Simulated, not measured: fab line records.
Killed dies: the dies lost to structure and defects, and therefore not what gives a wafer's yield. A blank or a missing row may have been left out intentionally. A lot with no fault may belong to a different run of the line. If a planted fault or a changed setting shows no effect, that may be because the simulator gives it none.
fab line records | flow n5_finfet
[record] lots = 6 wafers = 18 last_day = 20
route steps=1938 shown BEOL_M2@898 BEOL_M4@1111 PASSIVATION@1936
lots that met no fault: taken from a fault-free run of the same line
start_h: hours from the record's opening day to when the first of the lot's shown wafers began | wait_h: hours elapsed since this lot's preceding step | " unchanged from the row above | L1.1+2: a row that stands for several wafers | - either no value or no given start | * or withheld: withheld | < > ~ a bound
route shown NAME@n: names a module that has steps shown in the file, with the first one's number in the route | usual: mean/standard deviation taken from wafers without a fault | same: alike in all rows | chamber/n: place in a boat | sites: each site's reading | _std_site: standard deviation of those values | _edge_site: inner sites' mean taken away from outer sites' mean | radius_mm: for every site, how far away it sits from the centre of the wafer | mask NAME#n: copy n | behind: the most recent tool/chamber to have shaped the wafer | hold: cause of the lot's hold/its duration in hours/its outcome | device: the n, p or np transistor that did not switch | end of line: tests run on the same wafers once the route is complete | a step with no rows: only its recipe | killed: dies that structure and defects cost at the first sort, which is not the same as the wafer's yield | map: a wafer's dies, x killed, . not, _ none there
set.NAME: the run value of the setting; set.NAME@STEP: its run value at that earlier step | model.NAME: the simulator's own value behind a step, which no gauge read
lots at some steps of the route; a table a step, a row a wafer
services: the hour from which a tool's chamber was out of use, counted from the record's first day as start_h (under 0 if before that day), plus the number of hours and why
[[steps]]
[step N5_BEOL_M2_CD_MEAS_35]
[recipe] target_cd_nm = 18 target_cd_y_nm = 22.2 polarity = opening
[usual] cd_nm = 18.07/0.29
// columns lot.wafer tool chamber start_h wait_h cd_nm
L518.1 cd_sem-01 - 171.02 0.0 17.60
L518.2 " - " " 18.03
L518.6 " - " " 17.62
L533.1 cd_sem-02 - 261.57 0.0 17.88
L533.3 " - " " 17.85
L533.6 " - " " 18.37
L537.1 cd_sem-02 - 287.19 0.0 18.13
L537.2 " - " " 17.64
L537.4 " - " " 17.91
L523.3 cd_sem-01 - 297.05 0.0 17.94
L523.4 " - " " 18.41
L523.5 " - " " 17.93
L540.2 cd_sem-03 - 305.94 0.0 17.89
L540.4 " - " " 17.96
L540.5 " - " " 17.92
L538.3 cd_sem-02 - 306.02 0.0 18.05
L538.4 " - " " 18.42
L538.5 " - " " 17.90
[step N5_BEOL_M2_DEGAS_44]
[recipe] ambient = vacuum temp_c = 250 time_s = 60
[usual] heater_power_w = 334/27
// columns lot.wafer tool chamber start_h wait_h heater_power_w
L518.1 pvd_sputter-02 - 171.20 0.2 347
L518.2 " - " " 347
L518.6 " - " " 313
L533.1 pvd_sputter-02 - 262.11 0.5 307
L533.3 " - " " 340
L533.6 " - " " 346
L537.1 pvd_sputter-02 - 287.49 0.3 348
L537.2 " - " " 336
L537.4 " - " " 306
L523.3 pvd_sputter-03 - 297.37 0.3 293
L523.4 " - " " 361
L523.5 " - " " 350
L540.2 pvd_sputter-03 - 306.22 0.3 301
L540.4 " - " " 292
L540.5 " - " " 300
L538.3 pvd_sputter-02 - 306.22 0.2 350
L538.4 " - " " 335
L538.5 " - " " 340
[step N5_BEOL_M2_PRE_CLEAN_45]
[recipe] gas = H2/He time_s = 30 temp_c = 250
[usual] heater_power_w = 334/27
// columns lot.wafer tool chamber start_h wait_h heater_power_w
L518.1 pvd_sputter-02 - 171.24 0.0 334
L518.2 " - " " 341
L518.6 " - " " 308
L533.1 pvd_sputter-02 - 262.15 0.0 302
L533.3 " - " " 342
L533.6 " - " " 336
L537.1 pvd_sputter-02 - 287.53 0.0 338
L537.2 " - " " 331
L537.4 " - " " 312
L523.3 pvd_sputter-03 - 297.41 0.0 295
L523.4 " - " " 370
L523.5 " - " " 352
L540.2 pvd_sputter-03 - 306.26 0.0 298
L540.4 " - " " 296
L540.5 " - " " 291
L538.3 pvd_sputter-02 - 306.26 0.0 334
L538.4 " - " " 340
L538.5 " - " " 337
[step N5_BEOL_M2_ALD_84]
[recipe] material = TaN target_thk_a = * temp_c = 275 ald_precursor_family = PDMAT ald_co_reactant = NH3 pressure_torr = 3 carrier_flow_sccm = 1500 pulse_time_s = 2 purge_time_s = 3 co_reactant_purge_time_s = 2 co_reactant_pulse_time_s = 3 ald_cycles = 30 precursor_vessel_temp_c = 75 precursor_vessel_pressure_torr = 26.25 precursor_vessel_carrier_sccm = 1000
[usual] heater_power_w = 428/29
// columns lot.wafer tool chamber start_h wait_h heater_power_w since_wet_clean_h
L518.1 ald_metal-02 1 171.42 0.2 440 2911
L518.2 " 2 " " 415 2911
L518.6 " 2 " " 416 -
L533.1 ald_metal-01 3 262.21 0.0 466 1464
L533.3 " 1 " " 391 1464
L533.6 " 0 " " 460 -
L537.1 ald_metal-01 2 287.59 0.0 388 1489
L537.2 " 1 " " 392 1489
L537.4 " 0 " " 462 1489
L523.3 ald_metal-02 0 297.70 0.3 443 3037
L523.4 " 2 " " 412 3037
L523.5 " 3 " " 465 -
L540.2 ald_metal-03 3 306.32 0.0 439 6123
L540.4 " 0 " " 419 6123
L540.5 " 2 " " 442 -
L538.3 ald_metal-01 0 306.46 0.2 447 1508
L538.4 " 1 " " 383 1508
L538.5 " 3 " " 461 -
[step N5_BEOL_M2_SURFACE_TREAT_85]
[recipe] gas = Ar time_s = * ion_energy_ev = * ion_current_ma_cm2 = 0.5 pressure_mtorr = * ar_flow_sccm = 30
[step N5_BEOL_M2_CVD_47]
[recipe] material = Co target_thk_a = 30 temp_c = withheld precursor = CCTBA/H2 pressure_torr = 30 time_s = 223.8
[step N5_BEOL_M2_SPUTTER_48]
[recipe] material = Cu target_thk_a = 45 temp_c = -20 chamber_pressure_pa = 0.07 power_w = withheld time_s = 8.29
[usual] chamber_pressure_pa = 0.07/0.00014 chuck_gas_flow_sccm = 1.27/0.054 chuck_sensor_temp_C = -16.1/0.39 throttle_valve_pct = 29.9/1
// columns lot.wafer tool chamber start_h wait_h chamber_pressure_pa chuck_gas_flow_sccm chuck_sensor_temp_C throttle_valve_pct
L518.1 pvd_sputter-03 - 172.25 0.2 0.07 1.23 -15.7 29.5
L518.2 " - " " 0.07013 1.36 -16.9 29.0
L518.6 " - " " 0.0701 1.29 -16.8 29.0
L533.1 pvd_sputter-02 - 263.07 0.1 0.06994 1.33 -16.7 30.9
L533.3 " - " " 0.07018 1.26 -16.0 30.3
L533.6 " - " " 0.07029 1.26 -16.0 30.1
L537.1 pvd_sputter-02 - 288.17 0.1 0.07003 1.29 -15.8 30.5
L537.2 " - " " 0.06998 1.17 -17.1 29.7
L537.4 " - " " 0.06994 1.29 -16.7 31.1
L523.3 pvd_sputter-01 - 298.22 0.1 0.06997 1.28 -16.0 30.5
L523.4 " - " " 0.06991 1.24 -15.8 30.7
L523.5 " - " " 0.06985 1.25 -16.1 30.4
L540.2 pvd_sputter-02 - 306.94 0.1 0.07028 1.32 -17.0 30.2
L540.4 " - " " 0.07022 1.31 -16.7 30.9
L540.5 " - " " 0.07006 1.31 -16.0 30.4
L538.3 pvd_sputter-01 - 307.22 0.1 0.07016 1.29 -15.6 31.0
L538.4 " - " " 0.07008 1.21 -16.2 28.8
L538.5 " - " " 0.06999 1.33 -16.3 30.1
[step N5_BEOL_M2_ANNEAL_49]
[recipe] temp_c = 400 time_s = 240 ambient = vacuum
[step N5_BEOL_M2_SPUTTER_79]
[recipe] material = Cu target_thk_a = 45 temp_c = -20 chamber_pressure_pa = 0.07 power_w = withheld time_s = 8.29
[usual] chamber_pressure_pa = 0.07/0.00014 chuck_gas_flow_sccm = 1.26/0.051 chuck_sensor_temp_C = -16.1/0.38 throttle_valve_pct = 29.9/1
// columns lot.wafer tool chamber start_h wait_h chamber_pressure_pa chuck_gas_flow_sccm chuck_sensor_temp_C throttle_valve_pct
L518.1 pvd_sputter-03 - 172.47 0.1 0.07007 1.25 -15.7 29.6
L518.2 " - " " 0.07012 1.34 -16.5 28.8
L518.6 " - " " 0.07026 1.32 -16.7 28.9
L533.1 pvd_sputter-02 - 263.29 0.1 0.06986 1.17 -16.6 30.7
L533.3 " - " " 0.06974 1.31 -15.7 30.1
L533.6 " - " " 0.06988 1.30 -16.0 30.1
L537.1 pvd_sputter-02 - 288.39 0.1 0.07005 1.29 -16.1 30.4
L537.2 " - " " 0.07026 1.26 -16.9 29.8
L537.4 " - " " 0.06972 1.17 -16.7 30.5
L523.3 pvd_sputter-01 - 298.44 0.1 0.07005 1.34 -15.9 30.3
L523.4 " - " " 0.06981 1.27 -15.8 30.5
L523.5 " - " " 0.06992 1.28 -16.0 30.7
L540.2 pvd_sputter-02 - 307.16 0.1 0.06997 1.26 -16.9 30.2
L540.4 " - " " 0.06999 1.35 -16.7 30.6
L540.5 " - " " 0.06983 1.32 -15.9 30.0
L538.3 pvd_sputter-01 - 307.44 0.1 0.07006 1.30 -16.0 30.4
L538.4 " - " " 0.07019 1.23 -16.1 29.0
L538.5 " - " " 0.07008 1.32 -16.4 29.8
[step N5_BEOL_M2_ANNEAL_80]
[recipe] temp_c = 400 time_s = 240 ambient = vacuum
[step N5_BEOL_M2_SPUTTER_81]
[recipe] material = Cu target_thk_a = 45 temp_c = -20 chamber_pressure_pa = 0.07 power_w = withheld time_s = 8.29
[step N5_BEOL_M2_ANNEAL_82]
[recipe] temp_c = 400 time_s = 240 ambient = vacuum
[step N5_BEOL_M2_SPUTTER_86]
[recipe] material = Cu target_thk_a = 45 temp_c = -20 chamber_pressure_pa = 0.07 power_w = withheld time_s = 8.29
[usual] chamber_pressure_pa = 0.07001/0.00014 chuck_gas_flow_sccm = 1.26/0.053 chuck_sensor_temp_C = -16.1/0.38 throttle_valve_pct = 29.9/1
// columns lot.wafer tool chamber start_h wait_h chamber_pressure_pa chuck_gas_flow_sccm chuck_sensor_temp_C throttle_valve_pct
L518.1 pvd_sputter-03 - 172.91 0.1 0.06984 1.28 -15.7 29.8
L518.2 " - " " 0.07024 1.33 -16.5 29.0
L518.6 " - " " 0.06994 1.26 -16.6 29.1
L533.1 pvd_sputter-02 - 263.73 0.1 - - - -
L533.3 " - " " - - - -
L533.6 " - " " - - - -
L537.1 pvd_sputter-02 - 288.83 0.1 0.07 1.37 -16.1 30.2
L537.2 " - " " 0.07017 1.25 -16.8 29.9
L537.4 " - " " 0.07008 1.32 -16.7 30.8
L523.3 pvd_sputter-01 - 298.88 0.1 - - - -
L523.4 " - " " - - - -
L523.5 " - " " - - - -
L540.2 pvd_sputter-02 - 307.60 0.1 0.0699 1.22 -17.0 29.9
L540.4 " - " " 0.06981 1.23 -16.8 30.8
L540.5 " - " " 0.06993 1.33 -16.0 30.4
L538.3 pvd_sputter-01 - 307.88 0.1 0.07009 1.28 -15.8 30.6
L538.4 " - " " 0.07005 1.24 -16.1 28.8
L538.5 " - " " 0.07009 1.36 -16.3 29.4
[step N5_BEOL_M2_ANNEAL_87]
[recipe] temp_c = 400 time_s = 240 ambient = vacuum
[step N5_BEOL_M4_RC_MEAS_101]
[usual] DIBL_N = 36.0/1.3 DIBL_P = 36.2/1.7 IOFF_N = 0.155/0.024 IOFF_P = 0.21/0.034 ION_N = 674/9 ION_P = 463/7.1 SS_N = 71.4/0.5 SS_P = 73.4/0.57 VT_N = 250.0/2.8 VT_P = -251/3.2
// columns lot.wafer tool chamber start_h wait_h DIBL_N[mV/V] DIBL_P[mV/V] IOFF_N[nA/um] IOFF_P[nA/um] ION_N[uA/um] ION_P[uA/um] SS_N[mV/dec] SS_P[mV/dec] VT_N[mV] VT_P[mV]
L518.1 prober-01 0 210.79 0.0 36.7 36.9 0.152 0.21 668 462 71.1 73.7 251.2 -252
L518.2 " 0 " " 36.1 36.2 0.143 0.20 675 464 70.9 73.5 251.1 -254
L518.6 " 0 " " 35.3 34.5 0.120 0.17 660 459 70.6 73.1 253.2 -255
L533.1 prober-02 0 311.79 0.0 36.7 35.0 0.160 0.23 675 472 71.5 72.8 249.3 -244
L533.3 " 0 " " 37.4 36.1 0.168 0.27 673 472 71.9 73.6 245.3 -244
L533.6 " 0 " " 36.5 34.8 0.149 0.23 674 468 71.8 72.9 249.9 -248
L537.1 prober-01 0 327.21 0.0 36.0 35.8 0.151 0.23 683 470 72.1 73.0 251.5 -248
L537.2 " 0 " " 37.4 37.8 0.175 0.26 684 477 71.5 73.9 246.8 -245
L537.4 " 0 " " 37.0 36.7 0.169 0.24 678 469 72.1 73.8 250.7 -248
L523.3 prober-02 0 347.60 0.3 36.5 37.7 0.170 0.21 685 462 71.5 74.0 247.0 -250
L523.4 " 0 " " 37.6 38.7 0.187 0.23 672 460 71.6 74.2 249.8 -250
L523.5 " 0 " " 37.2 37.9 0.179 0.21 671 457 71.6 73.6 248.8 -252
L540.2 prober-01 0 358.65 0.2 34.1 33.9 0.122 0.16 663 453 71.8 72.9 256.2 -257
L540.4 " 0 " " 35.1 35.0 0.140 0.17 657 447 71.4 72.9 251.9 -254
L540.5 " 0 " " 34.3 34.7 0.136 0.17 669 459 71.5 73.0 253.0 -255
L538.3 prober-01 0 369.74 0.3 36.5 37.8 0.169 0.22 677 467 72.0 73.8 246.4 -251
L538.4 " 0 " " 36.6 38.2 0.188 0.24 689 471 72.0 73.6 246.5 -249
L538.5 " 0 " " 36.4 37.4 0.172 0.22 679 462 71.7 73.4 246.8 -250
[step N5_PASSIVATION_PROBE_49]
[usual] defect_limited_yield = 90.8/1.7 killed_at_M0_to_M3 = 37/12 killed_at_M4_up = 15/5.6 killed_at_contacts = 13/6.9 killed_at_front_end = 40/11 killed_at_other = 4/3.2 killed_dies = 109/20 killed_open = 73/15 killed_short = 35/8.3 sort_bin_5_function = 5.4/1.1 sort_bin_6_memory = 3.5/0.73 sort_n_pass = 1071/20 sort_yield_pct = 90.8/1.7
[same] gross_dies = 1180 killed_at_back_side = 0 sort_bin_4_leakage[%] = 0 sort_bin_8_speed[%] = 0
// columns lot.wafer tool chamber start_h wait_h defect_limited_yield[%] killed_at_M0_to_M3 killed_at_M4_up killed_at_contacts killed_at_front_end killed_at_other killed_dies killed_open killed_short sort_bin_5_function[%] sort_bin_6_memory[%] sort_n_pass sort_yield_pct[%]
L533.1 prober-02 - 424.87 0.0 91.3 26 13 7 55 2 103 68 29 5.6 2.9 1077 91.3
L533.3 prober-02 - 424.97 0.1 90.6 35 26 11 34 5 111 69 35 6.4 2.6 1069 90.6
L533.6 prober-02 - 425.12 0.3 91.7 36 13 4 44 1 98 59 33 4.8 2.8 1082 91.7
L537.1 prober-02 - 435.21 0.0 92.7 18 17 18 30 3 86 55 31 4.0 3.1 1094 92.7
L537.2 prober-02 - 435.26 0.1 89.5 31 24 19 50 0 124 96 26 6.2 4.2 1056 89.5
L537.4 prober-02 - 435.36 0.2 89.0 43 31 15 41 0 130 89 40 6.2 4.4 1050 89.0
L523.3 prober-01 - 467.07 0.1 91.4 44 26 6 25 1 102 62 31 4.9 3.6 1078 91.4
L523.4 prober-01 - 467.12 0.2 91.0 51 17 9 24 5 106 73 27 5.2 3.6 1074 91.0
L523.5 prober-01 - 467.17 0.2 91.8 38 19 10 29 1 97 64 25 5.0 2.8 1083 91.8
// killed by level:class
L533.1 STI_FIN_REVEAL:geometric_particle:open=24 MOL_CONTACT_COAG:geometric_particle:open=7 BEOL_M4:geometric_particle:open=7 GATE_CUT:geometric_particle:open=6 FIN_SAQP:geometric_particle:short=5 BEOL_M2:interface_void_opened=5 STI_FIN_REVEAL:geometric_particle:short=4 BEOL_M1:geometric_particle:short=4
L533.3 BEOL_M4:geometric_particle:open=13 MOL_CONTACT_COAG:geometric_particle:open=10 BEOL_M0_SAQP:geometric_particle:open=8 BEOL_M3:geometric_particle:open=7 BEOL_M4:geometric_particle:short=7 BEOL_M0_SAQP:geometric_particle:short=6 BEOL_M2:geometric_particle:open=6 FIN_SAQP:geometric_particle:short=5
L533.6 STI_FIN_REVEAL:geometric_particle:open=15 BEOL_M0_SAQP:geometric_particle:short=8 BEOL_M0_SAQP:geometric_particle:open=8 BEOL_M1:geometric_particle:open=7 BEOL_M2:geometric_particle:open=6 FIN_SAQP:geometric_particle:open=5 BEOL_M2:interface_void_opened=4 BEOL_M4:geometric_particle:short=4
L537.1 MOL_CONTACT_COAG:geometric_particle:open=10 MOL_CONTACT_COAG:geometric_particle:short=8 BEOL_M4:geometric_particle:open=8 FIN_SAQP:geometric_particle:short=6 STI_FIN_REVEAL:geometric_particle:open=6 BEOL_M5:geometric_particle:open=6 FIN_SAQP:geometric_particle:open=5 BEOL_M2:geometric_particle:open=5
L537.2 MOL_CONTACT_COAG:geometric_particle:open=15 BEOL_M2:geometric_particle:open=13 BEOL_M4:geometric_particle:open=12 DUMMY_GATE:geometric_particle:open=11 STI_FIN_REVEAL:geometric_particle:open=10 BEOL_M3:geometric_particle:open=9 FIN_SAQP:geometric_particle:short=8 BEOL_M8:geometric_particle:open=8
L537.4 FIN_SAQP:geometric_particle:short=11 MOL_CONTACT_COAG:geometric_particle:open=11 BEOL_M0_SAQP:geometric_particle:open=11 BEOL_M2:geometric_particle:open=7 BEOL_M0_SAQP:geometric_particle:short=7 BEOL_M1:geometric_particle:open=7 BEOL_M5:geometric_particle:open=7 BEOL_M7:geometric_particle:open=7
L523.3 BEOL_M0_SAQP:geometric_particle:open=14 BEOL_M0_SAQP:geometric_particle:short=10 BEOL_M4:geometric_particle:open=8 GATE_CUT:geometric_particle:short=7 BEOL_M5:geometric_particle:open=7 DUMMY_GATE:geometric_particle:open=6 BEOL_M2:interface_void_opened=6 MOL_CONTACT_COAG:geometric_particle:open=5
L523.4 BEOL_M1:geometric_particle:open=14 BEOL_M0_SAQP:geometric_particle:open=9 BEOL_M2:geometric_particle:open=9 MOL_CONTACT_COAG:geometric_particle:open=7 STI_FIN_REVEAL:geometric_particle:open=6 BEOL_M4:geometric_particle:open=6 DUMMY_GATE:geometric_particle:open=5 BEOL_M0_SAQP:geometric_particle:short=5
L523.5 BEOL_M1:geometric_particle:open=11 MOL_CONTACT_COAG:geometric_particle:open=8 STI_FIN_REVEAL:geometric_particle:open=7 BEOL_M4:geometric_particle:short=6 BEOL_M3:geometric_particle:open=5 GATE_CUT:geometric_particle:open=5 BEOL_M2:geometric_particle:open=5 BEOL_M5:geometric_particle:open=5
[[services]]
// columns tool chamber start_h hours kind
ald_metal-02 - 198.58 0.5 repair
ald_metal-02 2 200.19 24.2 repair
ald_metal-02 - 248.04 8.7 pm
ald_metal-02 3 264.80 3.0 repair
ald_metal-02 - 301.82 2.9 repair
[[key]]
[first_sign] step = N5_BEOL_M2_SPUTTER_86 reading = tool_record direction = missing
effect none on later readings
met_at N5_BEOL_M2_SPUTTER_86
struck_wafers L523.3,L523.4,L523.5,L533.1,L533.3,L533.6
[fault] kind = skipped_step_whole tool = pvd_sputter-01,pvd_sputter-02 chamber = - onset_h = 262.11 steps = N5_BEOL_M2_SPUTTER_86 scope = struck_lots_only
